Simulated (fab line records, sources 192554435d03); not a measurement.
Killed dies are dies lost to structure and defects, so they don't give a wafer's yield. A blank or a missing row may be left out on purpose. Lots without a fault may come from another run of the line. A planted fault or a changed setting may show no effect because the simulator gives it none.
Chamber matching | flow n5_finfet | N5_BEOL_M4_ALD_84 on ald_metal-03: 4 sister chambers
The step deposits TaN, pulse time 2 s, purge time 3 s, co reactant purge time 2 s. 8 wafers are shown with their chamber, then 12 later ones without.

WAFERS WITH THEIR CHAMBER
wafer  | chamber | heater_power_w (W) | precursor_vessel_temp_c (C)
L081.5 | 3       | 445                | 75.04
L078.6 | 2       | 454                | 75.02
L085.1 | 2       | 447                | 74.94
L084.2 | 3       | 447                | 75.03
L084.5 | 0       | 381                | 74.98
L088.3 | 1       | 396                | 75.02
L088.5 | 0       | 380                | 75.01
L088.6 | 1       | 394                | 74.95

WAFERS WITHOUT THEIR CHAMBER
wafer  | heater_power_w (W) | precursor_vessel_temp_c (C)
L089.2 | 396                | 75.04
L089.4 | 388                | 75.13
L089.6 | 451                | 75.10
L091.1 | 397                | 75.12
L091.2 | 377                | 74.79
L091.4 | 436                | 74.84
L096.2 | 448                | 74.87
L096.3 | 387                | 74.98
L096.4 | 440                | 75.00
L097.1 | 396                | 74.95
L097.2 | 439                | 74.98
L097.4 | 397                | 75.04

WHICH CHAMBER EACH WENT THROUGH
wafer  | from the rows above     | in truth
L089.2 | 1                       | 1
L089.4 | can't be placed: 0 or 1 | 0
L089.6 | can't be placed: 3 or 2 | 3
L091.1 | 1                       | 1
L091.2 | 0                       | 0
L091.4 | can't be placed: 3 or 2 | 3
L096.2 | can't be placed: 2 or 3 | 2
L096.3 | can't be placed: 0 or 1 | 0
L096.4 | can't be placed: 3 or 2 | 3
L097.1 | 1                       | 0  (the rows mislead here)
L097.2 | can't be placed: 3 or 2 | 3
L097.4 | 1                       | 1
Placed correctly: 4 of 12. Can't be placed from these rows: 7 (the true chamber is among the candidates in 7). Placed wrongly: 1.
How it was worked out, from the rows above alone: a wafer's distance from a chamber is the root of the sum, over the readings, of the square of ((its reading less the chamber's mean) divided by the reading's scatter). The wafer belongs to the nearest chamber; if the next one is less than 2 further off, it can't be placed. A chamber's mean is the mean of its shown wafers. The scatter: the root of (the sum of the squares of (reading less its chamber's mean) over the shown wafers, divided by (wafers less chambers)).
